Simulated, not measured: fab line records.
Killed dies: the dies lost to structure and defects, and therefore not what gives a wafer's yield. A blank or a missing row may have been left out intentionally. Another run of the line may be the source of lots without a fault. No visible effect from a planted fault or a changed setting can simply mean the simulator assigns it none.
Chamber matching / flow n5Finfet / N5_HKMG_FIN_ALD_36 on aldMetal-01: 4 sister chambers
The step deposits TiN, target thk 1 nm, pulse time 1 s, purge time 3 s. 15 wafers are shown with their chamber, then 7 later ones without.

## WAFERS WITH THEIR CHAMBER
wafer=L517.1; chamber=3; heaterPowerOuterW (W)=470; heaterPowerW (W)=801; precursorPulseHeightRel=0.983
wafer=L517.2; chamber=1; heaterPowerOuterW (W)=686; heaterPowerW (W)=1056; precursorPulseHeightRel=1.029
wafer=L517.4; chamber=0; heaterPowerOuterW (W)=596; heaterPowerW (W)=916; precursorPulseHeightRel=1.000
wafer=L518.2; chamber=3; heaterPowerOuterW (W)=473; heaterPowerW (W)=834; precursorPulseHeightRel=1.012
wafer=L518.3; chamber=0; heaterPowerOuterW (W)=586; heaterPowerW (W)=924; precursorPulseHeightRel=1.022
wafer=L518.5; chamber=0; heaterPowerOuterW (W)=583; heaterPowerW (W)=909; precursorPulseHeightRel=1.033
wafer=L519.2; chamber=0; heaterPowerOuterW (W)=582; heaterPowerW (W)=907; precursorPulseHeightRel=1.000
wafer=L519.3; chamber=2; heaterPowerOuterW (W)=478; heaterPowerW (W)=802; precursorPulseHeightRel=1.013
wafer=L519.6; chamber=2; heaterPowerOuterW (W)=488; heaterPowerW (W)=822; precursorPulseHeightRel=1.012
wafer=L521.4; chamber=3; heaterPowerOuterW (W)=489; heaterPowerW (W)=817; precursorPulseHeightRel=1.000
wafer=L521.5; chamber=0; heaterPowerOuterW (W)=578; heaterPowerW (W)=906; precursorPulseHeightRel=1.020
wafer=L521.6; chamber=3; heaterPowerOuterW (W)=479; heaterPowerW (W)=842; precursorPulseHeightRel=1.009
wafer=L523.1; chamber=2; heaterPowerOuterW (W)=481; heaterPowerW (W)=812; precursorPulseHeightRel=1.019
wafer=L523.2; chamber=3; heaterPowerOuterW (W)=476; heaterPowerW (W)=829; precursorPulseHeightRel=1.004
wafer=L523.6; chamber=1; heaterPowerOuterW (W)=683; heaterPowerW (W)=1047; precursorPulseHeightRel=0.987

SIGNATURES (means of the wafers above)
reading=heaterPowerOuterW; chamber 0=585.00; chamber 1=684.50; chamber 2=482.33; chamber 3=477.40; scatter within a chamber=6.43
reading=heaterPowerW; chamber 0=912.40; chamber 1=1051.50; chamber 2=812.00; chamber 3=824.60; scatter within a chamber=11.7
reading=precursorPulseHeightRel; chamber 0=1.01500; chamber 1=1.00800; chamber 2=1.01467; chamber 3=1.00160; scatter within a chamber=0.0144
Rule: a wafer's distance from a chamber is the root of the sum, over the readings, of the square of ((its reading less the chamber's mean) divided by the reading's scatter). If the next closest chamber is less than 2 further off than the closest, the wafer can't be placed; otherwise it belongs to the closest. How the scatter is found: for the shown wafers, subtract from each reading the mean of its chamber, square and add these, divide the total by (wafers less chambers), then take the root.

## WAFERS WHOSE CHAMBER IS MISSING
wafer=L525.1; heaterPowerOuterW (W)=485; heaterPowerW (W)=841; precursorPulseHeightRel=1.016
wafer=L525.2; heaterPowerOuterW (W)=594; heaterPowerW (W)=917; precursorPulseHeightRel=0.966
wafer=L525.6; heaterPowerOuterW (W)=684; heaterPowerW (W)=1031; precursorPulseHeightRel=0.991
wafer=L528.1; heaterPowerOuterW (W)=479; heaterPowerW (W)=789; precursorPulseHeightRel=0.991
wafer=L528.3; heaterPowerOuterW (W)=688; heaterPowerW (W)=1058; precursorPulseHeightRel=0.988
wafer=L534.1; heaterPowerOuterW (W)=586; heaterPowerW (W)=907; precursorPulseHeightRel=1.005
wafer=L534.4; heaterPowerOuterW (W)=480; heaterPowerW (W)=822; precursorPulseHeightRel=1.027

## CHAMBER TAKEN BY EACH
wafer=L525.1; from the rows above=can't be placed: 3 or 2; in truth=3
wafer=L525.2; from the rows above=0; in truth=0
wafer=L525.6; from the rows above=1; in truth=1
wafer=L528.1; from the rows above=can't be placed: 2 or 3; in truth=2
wafer=L528.3; from the rows above=1; in truth=1
wafer=L534.1; from the rows above=0; in truth=0
wafer=L534.4; from the rows above=can't be placed: 2 or 3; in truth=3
Correctly placed: 4 of 7. Cannot be placed on the basis of these rows: 3; the candidates contain the true chamber in 3. Placed wrongly: 0.
